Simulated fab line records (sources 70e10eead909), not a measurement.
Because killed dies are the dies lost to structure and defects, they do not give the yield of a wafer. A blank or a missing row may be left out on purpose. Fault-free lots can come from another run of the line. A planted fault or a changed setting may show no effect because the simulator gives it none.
Chamber matching + flow nandHarc + 3 sister chambers for NHARC_A_M0_DEP_32 on pecvd-02
The step deposits SiCN, target thk 30 nm. 16 wafers are shown with their chamber, then 8 later ones without.

== WAFERS WITH THEIR CHAMBER ==
| wafer  | chamber | showerheadVppV (V) | heaterPowerW (W) | rfFwdPowerW (W) |
|--------|---------|--------------------|------------------|-----------------|
| L076.1 | 1       | 1240               | 694              | 448.3           |
| L076.5 | 2       | 1176               | 598              | 449.0           |
| L076.6 | 1       | 1203               | 685              | 448.6           |
| L078.1 | 1       | 1213               | 633              | 450.2           |
| L078.2 | 0       | 1459               | 679              | 448.0           |
| L078.4 | 0       | 1466               | 676              | 448.3           |
| L082.2 | 2       | 1160               | 601              | 447.8           |
| L082.3 | 1       | 1221               | 655              | 450.3           |
| L082.6 | 1       | 1211               | 653              | 452.5           |
| L086.1 | 1       | 1214               | 651              | 452.2           |
| L086.5 | 1       | 1220               | 635              | 447.7           |
| L086.6 | 2       | 1167               | 659              | 449.5           |
| L087.1 | 2       | 1186               | 582              | 449.2           |
| L087.3 | 1       | 1221               | 683              | 448.5           |
| L087.4 | 0       | 1491               | 650              | 448.3           |
| L090.4 | 2       | 1149               | 591              | 450.0           |

SIGNATURES, as means of the wafers listed above
| reading        | chamber 0 | chamber 1 | chamber 2 | scatter within a chamber |
|----------------|-----------|-----------|-----------|--------------------------|
| showerheadVppV | 1472.00   | 1217.88   | 1167.60   | 13                       |
| heaterPowerW   | 668.33    | 661.12    | 606.20    | 24.8                     |
| rfFwdPowerW    | 448.200   | 449.788   | 449.100   | 1.41                     |
Rule: for a wafer and a chamber, the distance is found by dividing, reading by reading, the gap between the wafer's reading and the chamber's mean by the reading's scatter, squaring, summing and taking the root. The wafer belongs to the nearest chamber; if the next one is less than 2 further off, it can't be placed. How the scatter is found: for the shown wafers, subtract from each reading the mean of its chamber, square and add these, divide the total by (wafers less chambers), then take the root.

== WAFERS MISSING THEIR CHAMBER ==
| wafer  | showerheadVppV (V) | heaterPowerW (W) | rfFwdPowerW (W) |
|--------|--------------------|------------------|-----------------|
| L090.5 | 1451               | 656              | 451.0           |
| L090.6 | 1232               | 633              | 446.8           |
| L095.1 | 1208               | 712              | 448.7           |
| L095.2 | 1476               | 613              | 450.2           |
| L095.4 | 1177               | 528              | 449.0           |
| L097.1 | 1205               | 710              | 450.2           |
| L097.2 | 1187               | 579              | 448.1           |
| L097.4 | 1173               | 566              | 449.4           |

== EACH ONE'S CHAMBER ==
| wafer  | from the rows above | in truth |
|--------|---------------------|----------|
| L090.5 | 0                   | 0        |
| L090.6 | 1                   | 1        |
| L095.1 | 1                   | 1        |
| L095.2 | 0                   | 0        |
| L095.4 | 2                   | 2        |
| L097.1 | 1                   | 1        |
| L097.2 | 2                   | 2        |
| L097.4 | 2                   | 2        |
Correct placement for 8 of the 8. From these rows, 0 cannot be placed. Placed wrongly: 0.
